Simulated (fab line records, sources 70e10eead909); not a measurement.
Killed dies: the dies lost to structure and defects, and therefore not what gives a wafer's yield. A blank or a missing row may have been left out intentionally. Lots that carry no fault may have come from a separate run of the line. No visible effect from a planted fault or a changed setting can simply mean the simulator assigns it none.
Chamber matching / flow nand harc / cmp-04 running NHARC_A_DECK1_JOINT_CMP_13: 4 sister chambers
The step polishes, target thk 51.023 nm. 7 wafers are shown with their chamber, then 7 later ones without.

== WAFERS WITH THEIR CHAMBER ==
wafer=L079.5; chamber=3; motor current A (A)=12.7; time to endpoint s (s)=11
wafer=L081.2; chamber=2; motor current A (A)=11.5; time to endpoint s (s)=10
wafer=L081.3; chamber=3; motor current A (A)=13.7; time to endpoint s (s)=14
wafer=L083.2; chamber=1; motor current A (A)=13.3; time to endpoint s (s)=7
wafer=L083.6; chamber=0; motor current A (A)=11.2; time to endpoint s (s)=9
wafer=L084.3; chamber=0; motor current A (A)=11.5; time to endpoint s (s)=12
wafer=L084.4; chamber=1; motor current A (A)=12.7; time to endpoint s (s)=2

== WAFERS WITH NO CHAMBER GIVEN ==
wafer=L084.5; motor current A (A)=11.3; time to endpoint s (s)=11
wafer=L086.1; motor current A (A)=10.9; time to endpoint s (s)=10
wafer=L086.2; motor current A (A)=12.1; time to endpoint s (s)=11
wafer=L086.5; motor current A (A)=13.3; time to endpoint s (s)=9
wafer=L095.2; motor current A (A)=11.3; time to endpoint s (s)=10
wafer=L095.3; motor current A (A)=12.6; time to endpoint s (s)=9
wafer=L095.4; motor current A (A)=13.1; time to endpoint s (s)=7

== CHAMBER TAKEN BY EACH ==
wafer=L084.5; from the rows above=can't be placed: 0 or 2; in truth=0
wafer=L086.1; from the rows above=can't be placed: 0 or 2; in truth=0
wafer=L086.2; from the rows above=can't be placed: 2 or 0 or 3 or 1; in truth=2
wafer=L086.5; from the rows above=can't be placed: 3 or 1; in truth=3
wafer=L095.2; from the rows above=can't be placed: 0 or 2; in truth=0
wafer=L095.3; from the rows above=can't be placed: 3 or 1 or 2 or 0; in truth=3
wafer=L095.4; from the rows above=can't be placed: 1 or 3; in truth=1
Correct placement for 0 of the 7. Unplaceable from these rows: 7, with the true chamber sitting among the candidates in 7. Wrongly placed: 0.
How it was worked out, from the rows above alone: a wafer's distance from a chamber is the root of the sum, over the readings, of the square of ((its reading less the chamber's mean) divided by the reading's scatter). The wafer belongs to the nearest chamber; if the next one is less than 2 further off, it can't be placed. Each chamber's mean is taken over the wafers shown for it. How the scatter is found: for the shown wafers, subtract from each reading the mean of its chamber, square and add these, divide the total by (wafers less chambers), then take the root.
